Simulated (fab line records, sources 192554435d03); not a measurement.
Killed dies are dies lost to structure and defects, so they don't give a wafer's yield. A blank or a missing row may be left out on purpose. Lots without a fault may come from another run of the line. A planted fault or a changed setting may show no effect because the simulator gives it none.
Split-lot experiment | flow n5_finfet | 7 lots, 21 wafers read, on a route of 1938 steps

THE SPLIT
At N5_GATE_CUT_ETCH_58 (etches SiNx in CH3F/O2, target depth 17 nm, time 128.6 s), the setting time_s was moved away from the recipe's 128.6 s on 3 of the 21 wafers read, by -9.3% to +22.4%. The other wafers ran this setting at the recipe's value.

The reading is taken at the split's own step.

THE READING
etch.depth_nm (the simulator's own value, which no gauge read), in nm, at N5_GATE_CUT_ETCH_58 (etches SiNx in CH3F/O2, target depth 17 nm, time 128.6 s). The file gives no usual value for it. The 18 wafers here that ran the recipe average 16.82 nm, standard deviation 0.22 nm.

wafer  | tool, chamber at the split | time_s as run, s | against the recipe | etch.depth_nm, nm | against lot-mates on the recipe
L076.3 | rie_diel-02, 1             | 128.6            | recipe             | 16.9              | -
L076.4 | rie_diel-02, 1             | 128.6            | recipe             | 16.94             | -
L076.6 | rie_diel-02, 2             | 128.6            | recipe             | 16.82             | -
L080.1 | rie_diel-06, 0             | 128.6            | recipe             | 16.72             | -
L080.3 | rie_diel-06, 1             | 128.6            | recipe             | 16.99             | -
L080.5 | rie_diel-06, 3             | 116.6            | -9.3%              | 15.25             | -1.60
L081.1 | rie_diel-06, 0             | 128.6            | recipe             | 16.52             | -
L081.2 | rie_diel-06, 3             | 128.6            | recipe             | 16.5              | -
L081.4 | rie_diel-06, 2             | 128.6            | recipe             | 16.44             | -
L084.2 | rie_diel-04, 3             | 128.6            | recipe             | 17.3              | -
L084.3 | rie_diel-04, 0             | 128.6            | recipe             | 17.13             | -
L084.4 | rie_diel-04, 2             | 157.4            | +22.4%             | 20.93             | +3.71
L085.1 | rie_diel-06, 0             | 128.6            | recipe             | 16.64             | -
L085.2 | rie_diel-06, 2             | 146.1            | +13.6%             | 18.92             | +2.11
L085.4 | rie_diel-06, 3             | 128.6            | recipe             | 16.99             | -
L093.2 | rie_diel-02, 3             | 128.6            | recipe             | 16.96             | -
L093.3 | rie_diel-02, 1             | 128.6            | recipe             | 16.92             | -
L093.5 | rie_diel-02, 1             | 128.6            | recipe             | 16.9              | -
L095.1 | rie_diel-06, 2             | 128.6            | recipe             | 16.63             | -
L095.2 | rie_diel-06, 1             | 128.6            | recipe             | 16.74             | -
L095.5 | rie_diel-06, 2             | 128.6            | recipe             | 16.66             | -

THE FIT
A straight line over all 21 wafers: etch.depth_nm changes by +0.175 nm for each +1% of time_s; r = +0.98; the points scatter about the line by 0.23 nm.
The same after taking each lot's own level away (the mean of its wafers on the recipe; 21 wafers): +0.164 nm for each +1%; r = +1.00; scatter 0.09 nm.
On that fit, the largest move of time_s shifts the reading by 3.7 nm.
The lots' own levels span 16.487 to 17.215 nm, that is 3.3 times the standard deviation above.
So the lot-to-lot level changes the slope little: the two slopes agree.
Check: with one of the wafers moved furthest among these (+22.4%) left out of the fit, the line predicts +3.58 nm for it against its lot-mates. It came out at +3.71 nm against them.

OTHER SPLITS ON THESE WAFERS
These wafers also went through other splits before the reading. Each is held against what the fit with the lots' levels taken away leaves over:
other split on the same wafers        | wafers away from the commonest value | r with etch.depth_nm (lot level and that fit taken away)
N5_HKMG_FIN_DEVELOP_48 develop_time_s | 4                                    | +0.15

THE FILE'S OWN FIT
etch.depth_nm changes by +0.164 nm for each +1% of time_s, r = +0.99.
